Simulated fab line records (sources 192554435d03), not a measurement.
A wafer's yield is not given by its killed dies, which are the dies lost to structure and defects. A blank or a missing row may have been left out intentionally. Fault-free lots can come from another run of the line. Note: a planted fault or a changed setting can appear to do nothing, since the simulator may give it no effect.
Matching of chambers :: flow n5 finfet :: N5_BEOL_M3_STRIP_19 on rie diel-03: 4 sister chambers
The step strips in O2. 14 wafers are shown with their chamber, then 7 later ones without.

## EACH WAFER AND ITS CHAMBER
wafer: L075.2
chamber: 0
drypump motor current A (A): 5.41
oes product au (a.u.): 0.72
throttle valve pct (%): 16.72

wafer: L075.3
chamber: 3
drypump motor current A (A): 5.22
oes product au (a.u.): 0.75
throttle valve pct (%): 16.65

wafer: L075.6
chamber: 0
drypump motor current A (A): 5.37
oes product au (a.u.): 0.71
throttle valve pct (%): 16.71

wafer: L077.1
chamber: 0
drypump motor current A (A): 5.39
oes product au (a.u.): 0.72
throttle valve pct (%): 16.70

wafer: L077.2
chamber: 3
drypump motor current A (A): 5.24
oes product au (a.u.): 0.75
throttle valve pct (%): 16.66

wafer: L077.5
chamber: 1
drypump motor current A (A): 6.24
oes product au (a.u.): 0.71
throttle valve pct (%): 16.88

wafer: L078.1
chamber: 0
drypump motor current A (A): 5.37
oes product au (a.u.): 0.72
throttle valve pct (%): 16.70

wafer: L078.2
chamber: 2
drypump motor current A (A): 5.52
oes product au (a.u.): 0.94
throttle valve pct (%): 16.54

wafer: L078.3
chamber: 1
drypump motor current A (A): 6.21
oes product au (a.u.): 0.70
throttle valve pct (%): 16.91

wafer: L078.4
chamber: 3
drypump motor current A (A): 5.25
oes product au (a.u.): 0.75
throttle valve pct (%): 16.64

wafer: L078.5
chamber: 2
drypump motor current A (A): 5.50
oes product au (a.u.): 0.96
throttle valve pct (%): 16.55

wafer: L078.6
chamber: 1
drypump motor current A (A): 6.22
oes product au (a.u.): 0.70
throttle valve pct (%): 16.89

wafer: L081.1
chamber: 1
drypump motor current A (A): 6.22
oes product au (a.u.): 0.70
throttle valve pct (%): 16.90

wafer: L081.3
chamber: 2
drypump motor current A (A): 5.50
oes product au (a.u.): 0.91
throttle valve pct (%): 16.57

SIGNATURES, as means of the wafers listed above
reading: drypump motor current A
chamber 0: 5.3850
chamber 1: 6.2225
chamber 2: 5.5067
chamber 3: 5.2367
scatter within a chamber: 0.0152

reading: oes product au
chamber 0: 0.7175
chamber 1: 0.7025
chamber 2: 0.9367
chamber 3: 0.7500
scatter within a chamber: 0.0119

reading: throttle valve pct
chamber 0: 16.7075
chamber 1: 16.8950
chamber 2: 16.5533
chamber 3: 16.6500
scatter within a chamber: 0.012
Rule: distance of a wafer from a chamber = root of the sum over the readings of ((wafer's reading minus chamber's mean) / reading's scatter) squared. The wafer belongs to the nearest chamber; if the next one is less than 2 further off, it can't be placed. The scatter: take each reading less its chamber's mean, square it, sum over the shown wafers, divide by the number of wafers less the number of chambers, and take the root.

## WAFERS WITHOUT THEIR CHAMBER
wafer: L081.6
drypump motor current A (A): 6.26
oes product au (a.u.): 0.70
throttle valve pct (%): 16.91

wafer: L092.1
drypump motor current A (A): 5.36
oes product au (a.u.): 0.69
throttle valve pct (%): 16.77

wafer: L092.2
drypump motor current A (A): 5.24
oes product au (a.u.): 0.74
throttle valve pct (%): 16.73

wafer: L092.4
drypump motor current A (A): 5.37
oes product au (a.u.): 0.70
throttle valve pct (%): 16.78

wafer: L091.1
drypump motor current A (A): 6.24
oes product au (a.u.): 0.69
throttle valve pct (%): 16.95

wafer: L091.4
drypump motor current A (A): 5.25
oes product au (a.u.): 0.73
throttle valve pct (%): 16.71

wafer: L091.5
drypump motor current A (A): 5.39
oes product au (a.u.): 0.69
throttle valve pct (%): 16.76

## CHAMBER TAKEN BY EACH
wafer: L081.6
from the rows above: 1
in truth: 1

wafer: L092.1
from the rows above: 0
in truth: 0

wafer: L092.2
from the rows above: 3
in truth: 3

wafer: L092.4
from the rows above: 0
in truth: 0

wafer: L091.1
from the rows above: 1
in truth: 1

wafer: L091.4
from the rows above: 3
in truth: 3

wafer: L091.5
from the rows above: 0
in truth: 0
Placed correctly: 7 of 7. Not placeable from these rows: 0. 0 placed wrongly.
